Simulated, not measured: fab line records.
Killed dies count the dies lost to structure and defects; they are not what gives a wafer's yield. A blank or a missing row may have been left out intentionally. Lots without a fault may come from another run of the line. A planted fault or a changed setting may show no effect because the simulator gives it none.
fab line records	flow n5-finfet	part 1 of 2: steps 1 to 4 of 6
record: lots: 22	wafers: 66	last-day: 18
route steps=1938 shown BEOL_M11@1558
lots with no fault: from the same line, run without faults
start-h: start of the lot's first displayed wafer, in hours after the record's first day	wait-h: hours since the lot's step before	" repeats the value in the row above	L1.1+2: a row that stands for several wafers	- value missing, or start not given	* or withheld: withheld	< > ~ a bound
route shown NAME@n: names a module that has steps shown in the file, with the first one's number in the route	usual: average and standard deviation across the fault-free wafers	same: alike in all rows	chamber/n: place in a boat	sites: readings site by site	_std_site: standard deviation of those values	_edge_site: the outer-site mean with the inner-site mean subtracted	radius-mm: how far each site lies from the wafer's centre	mask NAME#n: copy n	behind: the last tool/chamber to shape the wafer	hold: cause of the lot's hold/its duration in hours/its outcome	device: whichever transistor did not switch (one of n, p or np)	end of line: tests of these same wafers at the route's end	step lacking rows: just its recipe	killed: the dies lost at the first sort to structure and to defects; this is not the yield of the wafer	map: a wafer's dies, marking killed ones x, the rest . and places with no die _
set.NAME: the run value of the setting; set.NAME@STEP: its run value at that earlier step	model.NAME: the simulator's own value behind a step, which no gauge read
route steps across a sampled set of lots; one table per step, one row per wafer
services: a tool's chamber out of use, with start hour (start-h, from the record's first day; less than 0 if before it), hours out, and reason
== steps ==
step: N5_BEOL_M11_STRIP_19
recipe: chemistry: O2	power-w: 400	temp-c: 40	pressure-mtorr: 30	rf-frequency-hz: 6e+07	bias-power-w: 0	overash-fraction: 0.2	o2-flow-sccm: 225
usual: drypump-motor-current-A: 5.8/0.41	oes-product-au: 0.82/0.093	rf-vpp-V: 3.7/0.62	showerhead-plenum-p-Torr: 2.12/0.077	throttle-valve-pct: 16.68/0.26
lot.wafer	tool	chamber	start-h	wait-h	drypump-motor-current-A	oes-product-au	rf-hours-counter-h	rf-vpp-V	showerhead-plenum-p-Torr	throttle-valve-pct
L074.1	rie-diel-01	1	229.25	0.3	4.9	0.70	218	3.5	2.14	16.79
L074.4	"	3	"	"	5.9	0.95	11	3.1	2.06	16.60
L074.6	"	2	"	"	6.0	0.72	-	3.7	2.01	16.49
L076.3	rie-diel-05	1	230.72	0.1	6.3	0.95	12	3.7	2.12	16.09
L076.4	"	3	"	"	5.8	0.75	168	4.5	2.18	16.93
L076.6	"	3	"	"	5.9	0.75	-	4.0	2.18	16.95
L077.1	rie-diel-06	0	248.74	0.2	5.4	0.97	7	3.6	2.23	16.56
L077.4	"	3	"	"	5.9	0.85	-	4.1	2.05	16.60
L077.5	"	0	"	"	5.5	0.97	-	4.0	2.23	16.54
L075.1	rie-diel-01	0	251.96	0.1	6.7	0.72	233	3.4	2.05	16.65
L075.2	"	2	"	"	6.0	0.72	170	3.8	2.01	16.49
L075.6	"	3	"	"	5.9	0.92	-	3.6	2.06	16.63
L079.4	rie-diel-05	1	257.67	0.1	6.3	0.93	21	3.0	2.12	16.08
L079.5	"	1	"	"	6.3	0.92	-	3.8	2.12	16.11
L079.6	"	2	"	"	5.4	0.87	-	3.2	2.15	16.79
L078.1	rie-diel-06	0	257.90	0.1	5.5	0.96	10	3.0	2.23	16.53
L078.4	"	2	"	"	5.8	0.99	1	3.4	2.23	16.74
L078.6	"	3	"	"	5.9	0.85	-	2.9	2.05	16.64
L080.1	rie-diel-06	3	276.29	0.1	5.9	0.85	63	3.0	2.05	16.63
L080.5	"	0	"	"	5.5	0.94	-	4.0	2.23	16.55
L080.6	"	1	"	"	6.2	0.74	-	3.1	2.18	17.08
L082.1	rie-diel-06	3	276.33	0.2	5.9	0.85	63	4.1	2.05	16.63
L082.2	"	2	"	"	5.8	0.96	7	4.2	2.23	16.78
L082.3	"	1	"	"	6.2	0.72	189	3.2	2.18	17.08
L083.2	rie-diel-06	0	278.20	0.1	5.5	0.94	17	4.7	2.23	16.54
L083.4	"	3	"	"	5.9	0.85	64	3.9	2.05	16.64
L083.5	"	2	"	"	5.7	0.95	-	3.0	2.23	16.77
L085.1	rie-diel-01	0	283.90	0.2	6.7	0.71	241	4.2	2.04	16.66
L085.4	"	2	"	"	6.0	0.72	179	4.2	2.00	16.51
L085.6	"	1	"	"	4.9	0.69	-	2.8	2.14	16.81
L081.1	rie-diel-01	0	284.03	0.1	6.7	0.71	241	3.6	2.04	16.66
L081.2	"	2	"	"	6.1	0.72	179	3.6	2.00	16.49
L081.3	"	3	"	"	5.9	0.89	25	4.2	2.06	16.65
L084.2	rie-diel-05	1	308.53	0.2	6.2	0.89	36	4.1	2.12	16.12
L084.4	"	0	"	"	5.4	0.71	184	3.1	2.00	16.76
L084.5	"	2	"	"	5.4	0.85	-	4.1	2.14	16.82
L087.3	rie-diel-06	0	321.35	0.1	5.5	0.89	30	3.8	2.22	16.57
L087.5	"	2	"	"	5.8	0.91	-	3.1	2.22	16.79
L087.6	"	3	"	"	5.9	0.81	-	3.9	2.04	16.67
L086.1	rie-diel-05	1	321.96	0.3	6.2	0.89	40	3.6	2.11	16.14
L086.4	"	0	"	"	5.4	0.70	188	3.0	2.00	16.77
L086.5	"	1	"	"	6.3	0.90	-	3.9	2.11	16.17
L088.3	rie-diel-06	0	323.05	0.1	5.5	0.90	30	3.9	2.22	16.57
L088.5	"	3	"	"	5.9	0.84	-	3.4	2.04	16.66
L088.6	"	2	"	"	5.8	0.92	-	3.6	2.22	16.80
L089.1	rie-diel-05	1	326.05	0.1	6.3	0.88	41	3.9	2.11	16.17
L089.4	"	3	"	"	5.9	0.73	194	2.8	2.17	17.00
L089.5	"	2	"	"	5.4	0.82	-	4.5	2.14	16.84
L090.2	rie-diel-05	0	331.90	0.1	5.4	0.71	190	3.0	2.00	16.75
L090.4	"	3	"	"	5.9	0.73	195	3.5	2.17	17.00
L090.6	"	1	"	"	6.2	0.88	-	4.7	2.11	16.15
L092.1	rie-diel-05	3	352.17	0.3	5.9	0.73	201	4.5	2.17	16.99
L092.4	"	0	"	"	5.4	0.70	197	4.4	2.00	16.76
L092.5	"	2	"	"	5.4	0.83	-	3.3	2.14	16.83
L093.1	rie-diel-01	0	355.12	0.3	6.7	0.96	5	3.2	2.04	16.23
L093.2	"	2	"	"	6.0	0.69	205	3.7	2.00	16.58
L093.4	"	2	"	"	6.0	0.69	-	3.7	2.00	16.57
L095.1	rie-diel-01	2	363.12	0.1	6.0	0.69	209	4.2	1.99	16.57
L095.2	"	0	"	"	6.7	0.93	9	3.5	2.04	16.23
L095.3	"	1	"	"	5.0	0.97	2	4.0	2.13	16.39
L096.1	rie-diel-05	0	376.99	0.1	5.4	0.69	204	4.7	1.99	16.79
L096.3	"	3	"	"	5.9	0.71	210	3.7	2.17	17.03
L096.4	"	1	"	"	6.2	0.87	59	4.2	2.11	16.18
L097.2	rie-diel-06	2	387.37	0.1	5.8	0.88	37	3.6	2.22	16.82
L097.4	"	0	"	"	5.5	0.88	43	3.0	2.22	16.63
L097.6	"	3	"	"	5.9	0.81	-	3.0	2.04	16.69
step: N5_BEOL_M11_OVL_MEAS_29
recipe: points-per-wafer: 44
usual: V10_OVL: -0.3/0.67
lot.wafer	tool	chamber	start-h	wait-h	V10_OVL[nm]
L074.1	overlay-01	0	234.50	0.0	0.1
L074.4	"	0	"	"	0.2
L074.6	"	0	"	"	-0.8
L076.3	overlay-02	0	234.67	0.0	-0.5
L076.4	"	0	"	"	-0.8
L076.6	"	0	"	"	-0.5
L077.1	overlay-01	0	251.16	0.0	-0.1
L077.4	"	0	"	"	-0.9
L077.5	"	0	"	"	-0.1
L075.1	overlay-01	0	253.12	0.0	-1.4
L075.2	"	0	"	"	-1.0
L075.6	"	0	"	"	0.0
L079.4	overlay-01	0	259.85	0.0	0.6
L079.5	"	0	"	"	-0.7
L079.6	"	0	"	"	0.7
L078.1	overlay-02	0	260.01	0.0	-1.0
L078.4	"	0	"	"	-1.0
L078.6	"	0	"	"	-0.8
L082.1	overlay-01	0	280.57	0.0	-1.5
L082.2	"	0	"	"	-1.1
L082.3	"	0	"	"	-0.7
L080.1	overlay-02	0	280.61	0.0	-1.8
L080.5	"	0	"	"	-1.1
L080.6	"	0	"	"	-1.8
L083.2	overlay-01	0	280.65	0.0	-0.5
L083.4	"	0	"	"	0.1
L083.5	"	0	"	"	-0.5
L085.1	overlay-02	0	285.68	0.0	0.7
L085.4	"	0	"	"	-1.0
L085.6	"	0	"	"	-0.7
L081.1	overlay-01	0	285.73	0.0	0.4
L081.2	"	0	"	"	0.1
L081.3	"	0	"	"	0.5
L084.2	overlay-02	0	310.23	0.0	-1.1
L084.4	"	0	"	"	-1.2
L084.5	"	0	"	"	0.6
L087.3	overlay-02	0	321.73	0.0	-1.0
L087.5	"	0	"	"	-0.2
L087.6	"	0	"	"	0.0
L086.1	overlay-02	0	324.50	0.0	0.2
L086.4	"	0	"	"	1.2
L086.5	"	0	"	"	0.3
L088.3	overlay-02	0	324.67	0.0	0.3
L088.5	"	0	"	"	0.3
L088.6	"	0	"	"	0.2
L089.1	overlay-01	0	327.75	0.0	0.1
L089.4	"	0	"	"	-0.4
L089.5	"	0	"	"	0.4
L090.2	overlay-02	0	333.78	0.0	-0.6
L090.4	"	0	"	"	-1.4
L090.6	"	0	"	"	-0.5
L092.1	overlay-01	0	354.24	0.0	0.8
L092.4	"	0	"	"	-0.2
L092.5	"	0	"	"	-0.6
L093.1	overlay-02	0	355.74	0.0	0.8
L093.2	"	0	"	"	0.1
L093.4	"	0	"	"	-0.7
L095.1	overlay-01	0	363.51	0.0	-0.4
L095.2	"	0	"	"	-0.4
L095.3	"	0	"	"	-0.6
L096.1	overlay-02	0	379.65	0.0	-0.2
L096.3	"	0	"	"	-0.4
L096.4	"	0	"	"	-0.1
L097.2	overlay-01	0	388.56	0.0	-0.6
L097.4	"	0	"	"	-1.2
L097.6	"	0	"	"	-0.5
step: N5_BEOL_M11_ETCH_66
recipe: chemistry: N2/H2	target: SOC	target-depth-a: 1200	overetch-a: 240	mask-material: SiARC	temp-c: 40	time-s: 180	ion-energy-ev: 200	pressure-mtorr: 30	source-w: 840	bias-w: 150	n2-flow-sccm: 200	h2-flow-sccm: 200
usual: drypump-motor-current-A: 5.8/0.43	oes-product-au: 0.66/0.078	rf-vpp-V: 524.1/2.8	showerhead-plenum-p-Torr: 2.55/0.096	throttle-valve-pct: 17.87/0.24
lot.wafer	tool	chamber	start-h	wait-h	drypump-motor-current-A	oes-product-au	rf-hours-counter-h	rf-vpp-V	showerhead-plenum-p-Torr	throttle-valve-pct
L074.1	rie-diel-06	0	234.68	0.0	5.5	0.80	1	528.8	2.70	17.73
L074.4	"	1	"	"	6.2	0.59	-	527.8	2.64	18.24
L074.6	"	0	"	"	5.5	0.79	-	529.1	2.71	17.73
L076.3	rie-diel-05	0	234.94	0.0	5.3	0.59	163	519.7	2.44	17.98
L076.4	"	3	"	"	5.9	0.60	169	525.8	2.64	18.13
L076.6	"	2	"	"	5.4	0.73	-	525.6	2.61	18.03
L077.1	rie-diel-05	1	251.30	0.0	6.3	0.76	18	525.7	2.61	17.38
L077.4	"	2	"	"	5.4	0.72	-	524.2	2.61	18.03
L077.5	"	1	"	"	6.2	0.76	-	524.4	2.61	17.39
L075.1	rie-diel-01	0	253.27	0.0	6.7	0.58	233	523.9	2.52	17.92
L075.2	"	3	"	"	5.9	0.75	18	523.2	2.49	17.69
L075.6	"	2	"	"	6.0	0.58	-	521.6	2.43	17.66
L079.4	rie-diel-01	2	260.01	0.0	6.0	0.58	173	520.3	2.43	17.68
L079.5	"	3	"	"	5.9	0.74	-	521.6	2.49	17.68
L079.6	"	2	"	"	6.0	0.59	-	520.9	2.43	17.66
L078.1	rie-diel-06	0	260.31	0.0	5.5	0.77	10	528.9	2.70	17.75
L078.4	"	1	"	"	6.2	0.59	184	526.1	2.64	18.23
L078.6	"	2	"	"	5.7	0.79	-	529.1	2.73	18.14
L082.1	rie-diel-06	3	280.71	0.0	5.9	0.69	64	522.4	2.47	17.70
L082.2	"	1	"	"	6.2	0.59	190	526.3	2.64	18.25
L082.3	"	2	"	"	5.8	0.76	8	527.6	2.72	18.14
L080.1	rie-diel-05	1	280.75	0.0	6.2	0.75	27	525.7	2.60	17.42
L080.5	"	2	"	"	5.4	0.69	-	524.3	2.60	18.05
L080.6	"	3	"	"	5.9	0.59	-	524.6	2.64	18.16
L083.2	rie-diel-01	0	280.80	0.0	6.7	0.58	240	521.7	2.52	17.92
L083.4	"	1	"	"	4.9	0.55	230	527.0	2.62	18.04
L083.5	"	1	"	"	4.9	0.55	-	526.8	2.62	18.05
L085.1	rie-diel-01	3	285.83	0.0	5.9	0.73	26	523.6	2.49	17.69
L085.4	"	0	"	"	6.7	0.57	241	524.6	2.52	17.93
L085.6	"	3	"	"	5.9	0.73	-	521.4	2.49	17.69
L081.1	rie-diel-05	1	285.87	0.0	6.3	0.74	28	526.8	2.60	17.42
L081.2	"	2	"	"	5.4	0.70	38	525.5	2.60	18.07
L081.3	"	0	"	"	5.4	0.58	176	521.1	2.43	18.00
L084.2	rie-diel-06	3	310.60	0.0	5.9	0.68	74	521.9	2.47	17.73
L084.4	"	1	"	"	6.1	0.59	199	525.7	2.63	18.27
L084.5	"	1	"	"	6.2	0.58	-	527.6	2.63	18.26
L087.3	rie-diel-06	0	322.12	0.0	5.5	0.72	30	530.5	2.69	17.80
L087.5	"	3	"	"	5.9	0.68	-	522.9	2.47	17.73
L087.6	"	2	"	"	5.8	0.73	-	527.5	2.72	18.17
L086.1	rie-diel-01	1	324.64	0.0	5.0	0.55	244	525.0	2.61	18.06
L086.4	"	2	"	"	6.0	0.57	192	520.0	2.43	17.70
L086.5	"	2	"	"	6.0	0.57	-	521.4	2.43	17.71
L088.3	rie-diel-06	0	324.81	0.0	5.5	0.72	31	527.7	2.69	17.78
L088.5	"	1	"	"	6.2	0.58	-	526.0	2.63	18.26
L088.6	"	0	"	"	5.5	0.72	-	528.6	2.69	17.79
L089.1	rie-diel-05	0	327.89	0.0	5.4	0.58	189	519.7	2.43	18.00
L089.4	"	1	"	"	6.2	0.72	41	526.2	2.60	17.43
L089.5	"	0	"	"	5.4	0.57	-	520.4	2.43	18.03
L090.2	rie-diel-01	2	333.92	0.0	6.0	0.57	195	518.6	2.43	17.71
L090.4	"	1	"	"	4.9	0.55	-	525.9	2.61	18.06
L090.6	"	3	"	"	5.9	0.71	-	522.6	2.48	17.73
L092.1	rie-diel-01	3	354.38	0.0	5.9	0.70	51	522.9	2.48	17.72
L092.4	"	0	"	"	6.7	0.77	-	523.1	2.51	17.54
L092.5	"	2	"	"	6.0	0.56	-	520.5	2.42	17.74
L093.1	rie-diel-01	3	356.09	0.0	5.9	0.70	52	521.2	2.48	17.74
L093.2	"	0	"	"	6.7	0.77	6	522.3	2.51	17.53
L093.4	"	0	"	"	6.7	0.77	-	522.7	2.51	17.55
L095.1	rie-diel-01	3	363.65	0.0	5.9	0.69	56	523.0	2.48	17.76
L095.2	"	2	"	"	6.0	0.56	209	520.8	2.42	17.74
L095.3	"	1	"	"	4.9	0.77	2	524.5	2.61	17.67
L096.1	rie-diel-05	1	379.80	0.0	6.2	0.70	60	525.9	2.59	17.47
L096.3	"	2	"	"	5.4	0.66	69	523.6	2.59	18.09
L096.4	"	3	"	"	5.9	0.58	211	526.5	2.62	18.21
L097.2	rie-diel-06	2	388.70	0.0	5.8	0.71	37	528.2	2.71	18.20
L097.4	"	1	"	"	6.2	0.57	219	526.4	2.62	18.31
L097.6	"	0	"	"	5.5	0.70	-	527.2	2.69	17.81
step: N5_BEOL_M11_STRIP_36
recipe: chemistry: N2/H2	power-w: 450	temp-c: 40	pressure-mtorr: 20	rf-frequency-hz: 6e+07	overash-fraction: 0.3	bias-power-w: 7	h2-frac: 0.5	n2-flow-sccm: 200	h2-flow-sccm: 200
usual: drypump-motor-current-A: 5.8/0.43	oes-product-au: 0.81/0.099	power-w: 450.0/1.3	rf-vpp-V: 59.4/2	showerhead-plenum-p-Torr: 2.55/0.096	throttle-valve-pct: 23.7/0.32
lot.wafer	tool	chamber	start-h	wait-h	drypump-motor-current-A	oes-product-au	power-w	rf-hours-counter-h	rf-vpp-V	showerhead-plenum-p-Torr	throttle-valve-pct
L074.1	rie-diel-06	0	234.86	0.0	5.5	1.01	452.3	1	60.3	2.70	23.6
L074.4	"	1	"	"	6.2	0.74	450.5	-	58.7	2.64	24.1
L074.6	"	0	"	"	5.4	0.99	451.1	-	60.4	2.70	23.6
L076.3	rie-diel-05	0	235.12	0.0	5.4	0.72	449.4	163	60.1	2.43	23.9
L076.4	"	3	"	"	5.9	0.75	449.5	169	59.0	2.64	24.1
L076.6	"	2	"	"	5.4	0.88	450.4	-	56.3	2.60	24.0
L077.1	rie-diel-05	1	251.49	0.0	6.2	0.92	450.2	18	61.8	2.61	23.2
L077.4	"	2	"	"	5.4	0.87	448.1	-	58.2	2.60	24.0
L077.5	"	1	"	"	6.2	0.93	448.5	-	59.4	2.60	23.2
L075.1	rie-diel-01	0	253.45	0.0	6.7	0.71	451.1	233	59.7	2.52	23.7
L075.2	"	3	"	"	5.9	0.92	450.6	18	58.5	2.49	23.4
L075.6	"	2	"	"	6.0	0.72	452.3	-	60.0	2.43	23.4
L079.4	rie-diel-01	2	260.19	0.0	6.0	0.72	448.8	173	56.2	2.43	23.4
L079.5	"	3	"	"	5.9	0.93	448.1	-	64.0	2.49	23.4
L079.6	"	2	"	"	5.9	0.71	451.0	-	58.6	2.43	23.4
L078.1	rie-diel-06	0	260.50	0.0	5.5	0.97	449.5	10	56.2	2.70	23.6
L078.4	"	1	"	"	6.2	0.75	449.7	184	58.8	2.63	24.1
L078.6	"	2	"	"	5.8	0.98	450.7	-	56.6	2.72	24.3
L082.1	rie-diel-06	3	280.90	0.0	5.9	0.85	450.2	65	59.5	2.47	23.5
L082.2	"	1	"	"	6.2	0.73	449.2	190	63.7	2.63	24.1
L082.3	"	2	"	"	5.7	0.95	450.0	8	57.6	2.72	24.3
L080.1	rie-diel-05	1	280.94	0.0	6.3	0.89	449.1	27	59.5	2.60	23.2
L080.5	"	2	"	"	5.4	0.86	448.1	-	56.5	2.60	24.0
L080.6	"	3	"	"	5.9	0.74	449.2	-	59.8	2.63	24.1
L083.2	rie-diel-01	0	280.98	0.0	6.7	0.72	450.5	240	60.1	2.51	23.6
L083.4	"	1	"	"	4.9	0.68	451.4	231	60.2	2.61	23.8
L083.5	"	1	"	"	4.9	0.68	451.8	-	61.5	2.61	23.8
L085.1	rie-diel-01	3	286.01	0.0	5.9	0.89	451.1	26	58.5	2.48	23.4
L085.4	"	0	"	"	6.7	0.72	450.5	241	60.7	2.51	23.7
L085.6	"	3	"	"	5.9	0.92	452.5	-	61.4	2.48	23.5
L081.1	rie-diel-05	1	286.06	0.0	6.2	0.90	453.0	28	58.0	2.60	23.2
L081.2	"	2	"	"	5.4	0.86	453.0	38	61.6	2.60	24.0
L081.3	"	0	"	"	5.4	0.71	451.2	176	62.5	2.43	23.9
L084.2	rie-diel-06	3	310.78	0.0	5.9	0.83	450.0	74	57.6	2.46	23.5
L084.4	"	1	"	"	6.2	0.74	448.5	199	58.2	2.63	24.1
L084.5	"	1	"	"	6.2	0.72	450.2	-	62.0	2.63	24.1
L087.3	rie-diel-06	0	322.30	0.0	5.4	0.91	450.7	30	61.4	2.69	23.7
L087.5	"	3	"	"	5.8	0.82	448.2	-	59.0	2.46	23.5
L087.6	"	2	"	"	5.7	0.94	450.6	-	60.4	2.71	24.3
L086.1	rie-diel-01	1	324.83	0.0	4.9	0.67	450.8	244	58.6	2.61	23.8
L086.4	"	2	"	"	6.0	0.71	448.7	192	55.6	2.42	23.4
L086.5	"	2	"	"	6.0	0.69	448.7	-	59.8	2.42	23.5
L088.3	rie-diel-06	0	325.00	0.0	5.5	0.92	452.4	31	58.9	2.69	23.6
L088.5	"	1	"	"	6.2	0.72	449.4	-	59.2	2.62	24.1
L088.6	"	0	"	"	5.5	0.90	452.5	-	56.1	2.69	23.6
L089.1	rie-diel-05	0	328.08	0.0	5.4	0.71	449.4	189	63.9	2.42	23.9
L089.4	"	1	"	"	6.3	0.87	447.4	41	59.1	2.59	23.2
L089.5	"	0	"	"	5.4	0.71	447.8	-	58.3	2.42	23.9
L090.2	rie-diel-01	2	334.10	0.0	6.0	0.69	451.4	195	59.2	2.42	23.5
L090.4	"	1	"	"	5.0	0.66	449.8	-	63.6	2.61	23.8
L090.6	"	3	"	"	5.9	0.88	450.4	-	62.0	2.48	23.4
L092.1	rie-diel-01	3	354.56	0.0	5.9	0.86	448.8	51	57.9	2.47	23.4
L092.4	"	0	"	"	6.7	0.96	447.9	-	60.7	2.51	23.4
L092.5	"	2	"	"	5.9	0.69	451.6	-	57.9	2.42	23.4
L093.1	rie-diel-01	3	356.28	0.0	5.9	0.85	449.6	52	63.0	2.47	23.5
L093.2	"	0	"	"	6.7	0.95	448.7	6	60.9	2.51	23.4
L093.4	"	0	"	"	6.7	0.95	449.9	-	59.0	2.51	23.4
L095.1	rie-diel-01	3	363.84	0.0	5.8	0.86	448.6	56	58.6	2.47	23.5
L095.2	"	2	"	"	6.0	0.68	451.1	210	58.4	2.42	23.5
L095.3	"	1	"	"	4.9	0.96	448.5	2	59.6	2.60	23.5
L096.1	rie-diel-05	1	379.98	0.0	6.3	0.87	449.9	60	58.5	2.59	23.2
L096.3	"	2	"	"	5.5	0.82	450.5	69	57.6	2.58	24.1
L096.4	"	3	"	"	5.9	0.72	449.8	211	56.7	2.62	24.2
L097.2	rie-diel-06	2	388.89	0.0	5.8	0.89	450.3	37	61.9	2.71	24.3
L097.4	"	1	"	"	6.2	0.71	448.9	219	60.5	2.62	24.1
L097.6	"	0	"	"	5.5	0.86	448.1	-	61.8	2.68	23.7
